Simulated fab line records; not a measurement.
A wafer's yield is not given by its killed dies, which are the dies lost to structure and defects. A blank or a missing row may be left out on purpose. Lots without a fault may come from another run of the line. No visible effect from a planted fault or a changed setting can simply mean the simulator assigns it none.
8D (eight disciplines) problem report, filled in by code    flow n5Finfet    the parts of the form that need people (team, actions taken, sign-off) are left out

## 1. PROBLEM STATEMENT
rawDefectCount at N5_MOL_CONTACT_COAG_INSPECT_97 reads a mean of 978 on 2 wafers of 2 lots; wafers without a fault read 43 with a standard deviation of 17. That puts it +55 standard deviations away from the usual mean.
The step: inspects for defects (darkfield).
First observed at day 8 06:43: wafer L375.5, on defectInspect-02. The record holds 29 wafers of 10 lots with a number at this step. Rule for "out", or "out of limits": more than 4 standard deviations from the usual mean. Any other wafer with a number is counted as sound.

## 2. WHAT IT IS, WHAT IT ISN'T
question                     is                                  is not
which readings at this step  rawDefectCount                      -
which lots                   L375, L377                          L364, L365, L369, L371, L381, L382, L386, L387
which wafers of those lots   L375.5, L377.5                      L375.2, L377.1, L377.4
read on which gauges         defectInspect-01, defectInspect-02  -
when                         from day 8 06:43                    up to then (13 sound wafers); but 14 sound wafers of L377, L381, L382, L386, L387 came after

## 3. SUSPECTS, AND WHAT RULES EACH OUT
Counting: a tool at a process step up to the reading stays a suspect if it ran every lot that is out. Sound lots after the first of them don't rule it out here, since some wafers of a struck lot are sound.
- ruled out: the gauge at N5_MOL_CONTACT_COAG_INSPECT_97. The wafers that are out were read on 2 gauges (defectInspect-01, defectInspect-02).
- cmp-02 at N5_MOL_CONTACT_COAG_CMP_52 (polishes, stops on SiO2, t overpolish 1.5 s, target thk 66.5 nm): kept. Ran every lot that is out, first one L375 (day 8 03:26); last sound lot up to then L369 (day 6 12:43). Its own readings are out on those wafers: overpolishRunS, timeToEndpointS.
Left after counting: cmp-02 at N5_MOL_CONTACT_COAG_CMP_52.

## 4. THE CAUSE (what the simulator had put in)
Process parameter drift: cmp-02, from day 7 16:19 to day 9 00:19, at N5_MOL_CONTACT_COAG_CMP_52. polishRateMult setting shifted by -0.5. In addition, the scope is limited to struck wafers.
The count eliminated every tool but this one.

## 5. SEQUENCE OF EFFECTS, ordered by route
Rows list readings where the struck wafers' mean (over those with a number) sits beyond 3 standard deviations from the usual. Scope: only readings with a usual standard deviation given in the record; hours: median across lots of the time from each lot's start at the first step in this table that gives one to its start at this step; sigmas: change in usual standard deviations.
hours  step                            reading             usual    on struck wafers  change  sigmas
0      N5_MOL_CONTACT_COAG_CMP_52      overpolishRunS      1.500 s  0.038             -1.462  -99 or more
0      N5_MOL_CONTACT_COAG_CMP_52      timeToEndpointS     13.1 s   26.0              +12.9   +5.2
3      N5_MOL_CONTACT_COAG_INSPECT_97  rawDefectCount      43       978               +934    +55
192    N5_PASSIVATION_PROBE_49         defectLimitedYield  91.3 %   15.6              -75.8   -58
192    N5_PASSIVATION_PROBE_49         killedAtContacts    12       888               +876    +99 or more
192    N5_PASSIVATION_PROBE_49         killedDies          103      996               +894    +60
192    N5_PASSIVATION_PROBE_49         sortNPass           1077     184               -894    -60
192    N5_PASSIVATION_PROBE_49         sortYieldPct        91.3 %   15.6              -75.8   -58
The process steps in it:
- N5_MOL_CONTACT_COAG_CMP_52: polishes, stops on SiO2, t overpolish 1.5 s, target thk 66.5 nm.
- N5_PASSIVATION_PROBE_49

## 6. HOW IT WOULD HAVE BEEN CAUGHT EARLIER
14 hours passed between the start of the fault at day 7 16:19 and the first reading out of limits at a measuring or inspecting step in this record, taken at day 8 06:43.
Tool's own readings at N5_MOL_CONTACT_COAG_CMP_52, overpolishRunS, timeToEndpointS: out on all struck wafers the step has rows for; an alarm limit on them would have tripped on the first.
Among the 2 lots that are out, L377 began N5_MOL_CONTACT_COAG_CMP_52 on cmp-02 after day 8 06:43. It would have been spared by a hold on the tool at that moment.
